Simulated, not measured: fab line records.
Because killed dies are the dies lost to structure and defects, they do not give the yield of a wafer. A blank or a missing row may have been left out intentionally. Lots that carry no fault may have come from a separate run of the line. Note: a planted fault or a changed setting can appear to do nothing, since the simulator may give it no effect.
Matching of chambers / flow n5Finfet / N5_FIN_SAQP_ETCH_34 on rieDiel-04 has 4 sister chambers
The step etches SiO2 in C4F6/O2, target depth 45 nm, time 15 s. 4 wafers are shown with their chamber, then 7 later ones without.

## WAFERS PAIRED WITH THEIR CHAMBERS
wafer=L084.4; chamber=2; showerheadPlenumPTorr (Torr)=2.72
wafer=L084.6; chamber=0; showerheadPlenumPTorr (Torr)=2.84
wafer=L085.2; chamber=3; showerheadPlenumPTorr (Torr)=3.04
wafer=L085.3; chamber=1; showerheadPlenumPTorr (Torr)=2.91

## WAFERS WITH NO CHAMBER GIVEN
wafer=L085.6; showerheadPlenumPTorr (Torr)=3.04
wafer=L087.1; showerheadPlenumPTorr (Torr)=2.83
wafer=L087.2; showerheadPlenumPTorr (Torr)=2.91
wafer=L087.6; showerheadPlenumPTorr (Torr)=2.72
wafer=L089.2; showerheadPlenumPTorr (Torr)=3.04
wafer=L089.4; showerheadPlenumPTorr (Torr)=2.72
wafer=L089.5; showerheadPlenumPTorr (Torr)=2.72

## THE CHAMBER EACH PASSED THROUGH
wafer=L085.6; from the rows above=3; in truth=3
wafer=L087.1; from the rows above=0; in truth=0
wafer=L087.2; from the rows above=1; in truth=1
wafer=L087.6; from the rows above=2; in truth=2
wafer=L089.2; from the rows above=3; in truth=3
wafer=L089.4; from the rows above=2; in truth=2
wafer=L089.5; from the rows above=2; in truth=2
7 of 7 placed correctly. From these rows, 0 cannot be placed. Number placed wrongly: 0.
How it was worked out, from the rows above alone: a wafer's distance from a chamber is the root of the sum, over the readings, of the square of ((its reading less the chamber's mean) divided by the reading's scatter). The wafer belongs to the nearest chamber; if the next one is less than 2 further off, it can't be placed. A chamber's mean is the mean of its shown wafers. The scatter: root of mean squared gap, hidden wafer to nearest shown wafer, with one shown wafer a chamber.
